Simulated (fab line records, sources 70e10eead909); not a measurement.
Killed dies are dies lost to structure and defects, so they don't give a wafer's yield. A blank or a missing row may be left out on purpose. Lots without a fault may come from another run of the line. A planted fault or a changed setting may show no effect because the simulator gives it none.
Chamber matching | flow nand_harc | NHARC_A_STAIRCASE_ETCH_271 on rie_diel-10: 4 sister chambers
The step etches the open film in CF4/CHF3. 14 wafers are shown with their chamber, then 7 later ones without.

WAFERS WITH THEIR CHAMBER
wafer  | chamber | drypump_motor_current_A (A) | throttle_valve_pct (%) | rf_vpp_V (V)
L074.2 | 0       | 6.3                         | 16.782                 | 370.7
L074.3 | 2       | 5.5                         | 16.797                 | 368.4
L074.5 | 3       | 6.2                         | 16.790                 | 371.8
L076.3 | 2       | 5.5                         | 16.788                 | 367.8
L076.5 | 1       | 6.1                         | 16.808                 | 369.3
L076.6 | 0       | 6.3                         | 16.790                 | 370.2
L083.2 | 3       | 6.1                         | 16.795                 | 371.1
L083.3 | 0       | 6.3                         | 16.800                 | 369.2
L083.4 | 2       | 5.5                         | 16.802                 | 373.0
L085.2 | 2       | 5.5                         | 16.812                 | 375.1
L085.3 | 3       | 6.1                         | 16.789                 | 370.8
L085.5 | 1       | 6.1                         | 16.810                 | 369.6
L089.2 | 3       | 6.2                         | 16.800                 | 371.5
L089.3 | 1       | 6.1                         | 16.806                 | 368.9

SIGNATURES (means of the wafers above)
reading                 | chamber 0 | chamber 1 | chamber 2 | chamber 3 | scatter within a chamber
drypump_motor_current_A | 6.300     | 6.100     | 5.500     | 6.150     | 0.0316
throttle_valve_pct      | 16.79067  | 16.80800  | 16.79975  | 16.79350  | 0.00741
rf_vpp_V                | 370.033   | 369.267   | 371.075   | 371.300   | 1.99
Rule: a wafer's distance from a chamber is the root of the sum, over the readings, of the square of ((its reading less the chamber's mean) divided by the reading's scatter). The wafer belongs to the nearest chamber; if the next one is less than 2 further off, it can't be placed. The scatter: the root of (the sum of the squares of (reading less its chamber's mean) over the shown wafers, divided by (wafers less chambers)).

WAFERS WITHOUT THEIR CHAMBER
wafer  | drypump_motor_current_A (A) | throttle_valve_pct (%) | rf_vpp_V (V)
L089.4 | 6.3                         | 16.801                 | 368.7
L093.1 | 6.1                         | 16.813                 | 369.8
L093.5 | 6.1                         | 16.813                 | 369.8
L093.6 | 5.5                         | 16.790                 | 375.4
L094.1 | 6.1                         | 16.789                 | 369.8
L094.3 | 6.3                         | 16.799                 | 369.0
L094.6 | 5.5                         | 16.788                 | 374.0

WHICH CHAMBER EACH WENT THROUGH
wafer  | from the rows above     | in truth
L089.4 | 0                       | 0
L093.1 | 1                       | 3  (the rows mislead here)
L093.5 | 1                       | 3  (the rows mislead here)
L093.6 | 2                       | 2
L094.1 | can't be placed: 3 or 1 | 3
L094.3 | 0                       | 0
L094.6 | 2                       | 2
Placed correctly: 4 of 7. Can't be placed from these rows: 1 (the true chamber is among the candidates in 1). Placed wrongly: 2.
